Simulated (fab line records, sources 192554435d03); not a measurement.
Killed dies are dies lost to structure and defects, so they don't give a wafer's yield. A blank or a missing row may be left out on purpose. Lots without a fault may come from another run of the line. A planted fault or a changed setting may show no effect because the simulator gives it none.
A struck lot beside a sound one | flow n5_finfet | 21 steps out of a route of 1938
Sound: wafers L285.1, L285.2, L285.4. Struck: wafers L295.1, L295.3, L295.5. The cause comes at the end.
At each step with rows: each side's tool, then ch and its chambers, then its first start. Under that, the readings that differ: sound wafers | struck wafers | difference of the means | sigmas: that difference in standard deviations of wafers without a fault.
alike: readings whose means differ by less than 2 such deviations, and words and numbers that are the same on both sides. not compared: withheld readings, readings that some wafer has no value for, bounds like >300 that may hide the same value, and numbers for which the record gives no deviation and whose values overlap.
The two part at a step that has a row with sigmas, a row that says differs or no value, or rows on one side only. Numbers that don't overlap but have no deviation are shown without sigmas and don't part them. A reading that every wafer of one side lacks parts them only if that side has two wafers or more.

first, 7 steps without rows for these wafers: N5_BEOL_M5_COAT_71 (time 60 s, resist thk 5 nm); N5_BEOL_M5_COAT_05 (resist thk 30 nm); N5_BEOL_M5_EBR_07; N5_BEOL_M5_SOFTBAKE_06 (time 60 s); N5_BEOL_M5_EXPOSE_08 (exposes mask M5, target cd 28 nm); N5_BEOL_M5_PEB_09 (peb time 60 s); N5_BEOL_M5_DEVELOP_10 (develop time 30 s).
N5_BEOL_M5_CD_MEAS_11: target cd 27.74 nm.
  sound on cd_sem-02 ch 0, day 9 23:53; struck on cd_sem-03 ch 0, day 12 10:27
  alike: cd_nm
N5_BEOL_M5_OVL_MEAS_12:
  sound on overlay-02 ch 0, day 9 23:55; struck on overlay-02 ch 0, day 12 10:29
  reading     | sound          | struck      | difference | sigmas
  M5_OVL (nm) | -0.9 -0.5 -0.5 | 0.7 1.6 1.0 | +1.7       | +3
N5_BEOL_M5_INSPECT_13: inspects for defects (brightfield).
  sound on defect_inspect-01, day 9 23:58; struck on defect_inspect-02, day 12 10:32
  reading          | sound       | struck      | difference | sigmas
  raw_defect_count | 683 471 609 | 443 273 292 | -252       | -3
N5_BEOL_M5_DESCUM_16: chemistry O2, time 7 s.
  sound on rie_diel-01 ch 0,1,3, day 10 00:03; struck on rie_diel-06 ch 1,2,3, day 12 10:34
  alike: bias_power_w, drypump_motor_current_A, oes_product_au, rf_vpp_V, showerhead_plenum_p_Torr, throttle_valve_pct
  not compared: rf_hours_counter_h
N5_BEOL_M5_ETCH_72: etches underlayer in N2/H2, target depth 6.5 nm, time 5.2 s.
  sound on rie_diel-01 ch 0,1,3, day 10 00:05; struck on rie_diel-06 ch 1,2,3, day 12 10:37
  alike: bias_w, chamber_pressure_mTorr, drypump_motor_current_A, etch_rf_on_time_s, oes_product_au, rf_vpp_V, showerhead_plenum_p_Torr, throttle_valve_pct
  not compared: rf_hours_counter_h
N5_BEOL_M5_ETCH_61: etches SiARC in CF4, target depth 15.6 nm, time 26 s.
  sound on rie_diel-01 ch 0,1,3, day 10 00:06; struck on rie_diel-06 ch 1,2,3, day 12 10:37
  no value came back on the struck wafers for any of 9 readings (bias_w (W), cf4_flow_sccm (sccm) and others); on the sound wafers bias_w (W) reads 35.82 35.78 35.93
N5_BEOL_M5_ETCH_62: etches SOC in N2/H2, target depth 75 nm, overetch 15 nm, time 112.5 s.
  sound on rie_diel-01 ch 0,1,3, day 10 00:08; struck on rie_diel-06 ch 1,2,3, day 12 10:39
  reading               | sound          | struck         | difference | sigmas
  oes_product_au (a.u.) | 0.55 0.57 0.74 | 0.32 0.27 0.35 | -0.31      | -4
  alike: bias_w, chamber_pressure_mTorr, drypump_motor_current_A, rf_vpp_V, showerhead_plenum_p_Torr, throttle_valve_pct
  not compared: rf_hours_counter_h
then, 2 steps without rows for these wafers: N5_BEOL_M5_STRIP_63 (strips in N2/H2); N5_BEOL_M5_STRIP_73 (strips in N2/H2).
N5_BEOL_M5_STRIP_64: strips in CF4.
  sound on rie_diel-01 ch 0,1,3, day 10 00:16; struck on rie_diel-06 ch 1,2,3, day 12 10:47
  alike: bias_power_w, drypump_motor_current_A, oes_product_au, rf_vpp_V, showerhead_plenum_p_Torr, throttle_valve_pct
  not compared: rf_hours_counter_h
N5_BEOL_M5_HM_OPEN_17: chemistry Cl2/BCl3, target TiN, target depth 20 nm, overetch 6 nm.
  sound on rie_metal-03 ch 0,1, day 10 00:19; struck on rie_metal-03 ch 0,1, day 12 10:49
  reading                | sound             | struck            | difference | sigmas
  oes_product_au (a.u.)  | 0.83 0.65 0.64    | 0.35 0.35 0.27    | -0.38      | -4
  throttle_valve_pct (%) | 21.93 21.78 21.78 | 22.61 22.59 22.44 | +0.72      | +3
  alike: drypump_motor_current_A
  not compared: rf_hours_counter_h
N5_BEOL_M5_STRIP_19: strips in O2.
  sound on rie_diel-01 ch 0,1,3, day 10 00:25; struck on rie_diel-05 ch 0,2,3, day 12 10:56
  alike: drypump_motor_current_A, oes_product_au, rf_vpp_V, showerhead_plenum_p_Torr, throttle_valve_pct
  not compared: rf_hours_counter_h
N5_BEOL_M5_CD_MEAS_18: pitch 56 nm, target cd 28 nm.
  sound on cd_sem-03, day 10 00:29; struck on cd_sem-03, day 12 11:00
  reading    | sound          | struck | difference                    | sigmas
  cd_nm (nm) | 28.4 28.0 28.5 | - - -  | no value on the struck wafers |
then, 1 step without rows for these wafers: N5_BEOL_M5_COAT_65 (time 60 s, resist thk 60 nm).

WHERE THEY PART
First at N5_BEOL_M5_OVL_MEAS_12; last, within this record, at N5_BEOL_M5_CD_MEAS_18.

WHY: what the simulator had put in
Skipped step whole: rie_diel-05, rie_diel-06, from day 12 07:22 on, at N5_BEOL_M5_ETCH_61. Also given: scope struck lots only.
